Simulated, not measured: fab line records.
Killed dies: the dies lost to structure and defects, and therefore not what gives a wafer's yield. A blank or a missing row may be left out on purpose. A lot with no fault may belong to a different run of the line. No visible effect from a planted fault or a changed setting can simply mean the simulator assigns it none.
Split-lot study -- flow n5-finfet -- 21 wafers read from 7 lots, route of 1938 steps

== ABOUT THE SPLIT ==
At N5_BEOL_M12_SPUTTER_44 (material Ta, target thk 10 nm, time 16.13 s), the setting time-s was moved away from the recipe's 16.13 s on 7 of the 21 wafers read, by -13.3% to +14.6%. For the rest of the wafers, this setting stayed at what the recipe calls for.

Reading taken at the split's own step.

== THE READING ==
Ta_of_BEOL_M12_SPUTTER_44.thk-nm (the simulator's own value, which no gauge read), in nm, at N5_BEOL_M12_SPUTTER_44 (material Ta, target thk 10 nm, time 16.13 s). No usual value for it is given in the file. Average 10.0 nm, standard deviation 0.19 nm, over the 14 wafers here run with the recipe.

wafer,"tool, chamber at the split","time-s as run, s",against the recipe,"Ta_of_BEOL_M12_SPUTTER_44.thk-nm, nm",against lot-mates on the recipe
L074.1,"pvd-sputter-01, -",13.98,-13.3%,8.4,-1.4
L074.4,"pvd-sputter-01, -",16.13,recipe,9.8,-
L074.5,"pvd-sputter-01, -",13.98,-13.3%,8.8,-1.0
L076.1,"pvd-sputter-02, -",16.13,recipe,9.8,-
L076.2,"pvd-sputter-02, -",16.13,recipe,9.8,-
L076.3,"pvd-sputter-02, -",16.13,recipe,10,-
L078.2,"pvd-sputter-01, -",16.13,recipe,9.8,-
L078.3,"pvd-sputter-01, -",16.13,recipe,10.2,-
L078.6,"pvd-sputter-01, -",16.13,recipe,10,-
L077.1,"pvd-sputter-03, -",16.13,recipe,10.2,-
L077.3,"pvd-sputter-03, -",16.13,recipe,10.4,-
L077.6,"pvd-sputter-03, -",18.48,+14.6%,11.6,+1.3
L081.1,"pvd-sputter-02, -",14.98,-7.1%,9,-1.0
L081.3,"pvd-sputter-02, -",16.13,recipe,10,-
L081.4,"pvd-sputter-02, -",14.98,-7.1%,9.2,-0.8
L085.1,"pvd-sputter-02, -",16.13,recipe,9.8,-
L085.4,"pvd-sputter-02, -",18,+11.6%,11.4,+1.5
L085.5,"pvd-sputter-02, -",16.13,recipe,10,-
L088.1,"pvd-sputter-01, -",18.1,+12.2%,11.4,+1.3
L088.2,"pvd-sputter-01, -",16.13,recipe,10,-
L088.3,"pvd-sputter-01, -",16.13,recipe,10.2,-

THE FIT
A straight line over all 21 wafers: Ta_of_BEOL_M12_SPUTTER_44.thk-nm changes by +0.112 nm for each +1% of time-s; r = +0.97; the points scatter about the line by 0.18 nm.
The same after taking each lot's own level away (the mean of its wafers on the recipe; 21 wafers): +0.102 nm for each +1%; r = +0.97; scatter 0.16 nm.
The reading moves by 1.5 nm for the largest change in time-s, on that fit.
From 9.80 to 10.30 nm: that is the span of the lots' own levels, equal to 2.7 times the standard deviation above.
So the lot-to-lot level changes the slope: the two fits differ.
Check: with one of the wafers moved furthest among these (+14.6%) left out of the fit, the line predicts +1.56 nm for it against its lot-mates. Against them it came out at +1.3 nm.

== OTHER SPLITS APPLIED TO THESE WAFERS ==
Other splits were also applied to these wafers ahead of the reading. Each is held against what the fit with the lots' levels taken away leaves over:
other split on the same wafers,wafers away from the commonest value,r with Ta_of_BEOL_M12_SPUTTER_44.thk-nm (lot level and that fit taken away)
N5_BEOL_M8_EXPOSE_25 dose-mj,4,-0.26
N5_BEOL_M8_ETCH_65 source-w,6,+0.12
N5_BEOL_M8_DEP_56 time-s,9,-0.25
N5_BEOL_M10_VIA_ETCH_34 time-s,8,+0.28
N5_BEOL_M12_COAT_04 spin-rpm,11,-0.23
N5_BEOL_M12_DESCUM_15 time-s,5,+0.11

== FILE'S OWN FIT ==
Ta_of_BEOL_M12_SPUTTER_44.thk-nm changes by +0.103 nm for each +1% of time-s, r = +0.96.
